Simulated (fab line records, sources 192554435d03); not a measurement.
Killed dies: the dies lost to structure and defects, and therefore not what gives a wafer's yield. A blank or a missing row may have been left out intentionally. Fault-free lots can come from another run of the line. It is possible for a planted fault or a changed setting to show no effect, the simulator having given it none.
Chamber matching | flow n5 finfet | pecvd-04 running N5_BEOL_M9_PECVD_70: 3 sister chambers
The step deposits SiO2 from TEOS/O2, target thk 20 nm, time 22.7 s. 27 wafers are shown with their chamber, then 12 later ones without.

== WAFERS, EACH WITH ITS CHAMBER ==
wafer  | chamber | showerhead plenum p Torr (Torr) | throttle valve pct (%) | heater power w (W)
L074.3 | 0       | 8.86                            | 20.4                   | 905
L074.4 | 1       | 8.69                            | 21.4                   | 924
L074.5 | 1       | 8.71                            | 22.0                   | 944
L075.1 | 1       | 8.72                            | 21.7                   | 1029
L075.3 | 1       | 8.73                            | 21.9                   | 1019
L075.6 | 1       | 8.70                            | 21.8                   | 999
L079.1 | 2       | 8.77                            | 20.5                   | 802
L079.4 | 0       | 8.86                            | 20.4                   | 908
L079.6 | 2       | 8.76                            | 20.5                   | 802
L077.1 | 1       | 8.70                            | 21.5                   | 879
L077.3 | 2       | 8.78                            | 20.7                   | 865
L077.6 | 1       | 8.71                            | 21.5                   | 867
L080.1 | 2       | 8.77                            | 20.8                   | 877
L080.3 | 0       | 8.84                            | 20.5                   | 851
L080.5 | 2       | 8.77                            | 20.7                   | 883
L081.1 | 1       | 8.72                            | 21.6                   | 931
L081.2 | 2       | 8.76                            | 20.3                   | 849
L081.5 | 1       | 8.71                            | 21.7                   | 964
L084.2 | 2       | 8.76                            | 20.8                   | 763
L084.4 | 1       | 8.72                            | 21.6                   | 935
L084.5 | 0       | 8.86                            | 20.7                   | 773
L087.1 | 2       | 8.78                            | 20.8                   | 813
L087.2 | 1       | 8.72                            | 21.7                   | 924
L087.6 | 2       | 8.79                            | 20.4                   | 791
L089.2 | 1       | 8.72                            | 21.5                   | 966
L089.3 | 2       | 8.78                            | 20.9                   | 765
L089.5 | 1       | 8.72                            | 21.6                   | 976

SIGNATURES (means of the wafers above)
reading                  | chamber 0 | chamber 1 | chamber 2 | scatter within a chamber
showerhead plenum p Torr | 8.8550    | 8.7131    | 8.7720    | 0.0107
throttle valve pct       | 20.500    | 21.654    | 20.640    | 0.18
heater power w           | 859.25    | 950.54    | 821.00    | 49.3
Rule: for a wafer and a chamber, the distance is found by dividing, reading by reading, the gap between the wafer's reading and the chamber's mean by the reading's scatter, squaring, summing and taking the root. The wafer belongs to the nearest chamber; if the next one is less than 2 further off, it can't be placed. The scatter: the root of (the sum of the squares of (reading less its chamber's mean) over the shown wafers, divided by (wafers less chambers)).

== WAFERS MISSING THEIR CHAMBER ==
wafer  | showerhead plenum p Torr (Torr) | throttle valve pct (%) | heater power w (W)
L090.3 | 8.78                            | 20.9                   | 887
L090.4 | 8.87                            | 20.7                   | 898
L090.5 | 8.77                            | 20.8                   | 891
L091.2 | 8.71                            | 21.6                   | 962
L091.4 | 8.71                            | 21.4                   | 972
L091.6 | 8.87                            | 20.7                   | 900
L093.1 | 8.73                            | 21.8                   | 978
L093.4 | 8.72                            | 21.5                   | 921
L093.6 | 8.86                            | 20.7                   | 921
L094.1 | 8.77                            | 20.8                   | 834
L094.3 | 8.72                            | 21.6                   | 1006
L094.4 | 8.75                            | 20.9                   | 836

== THE CHAMBER EACH PASSED THROUGH ==
wafer  | from the rows above | in truth
L090.3 | 2                   | 2
L090.4 | 0                   | 0
L090.5 | 2                   | 2
L091.2 | 1                   | 1
L091.4 | 1                   | 1
L091.6 | 0                   | 0
L093.1 | 1                   | 1
L093.4 | 1                   | 1
L093.6 | 0                   | 0
L094.1 | 2                   | 2
L094.3 | 1                   | 1
L094.4 | 2                   | 2
Placed correctly: 12 of 12. Not placeable from these rows: 0. Number placed wrongly: 0.
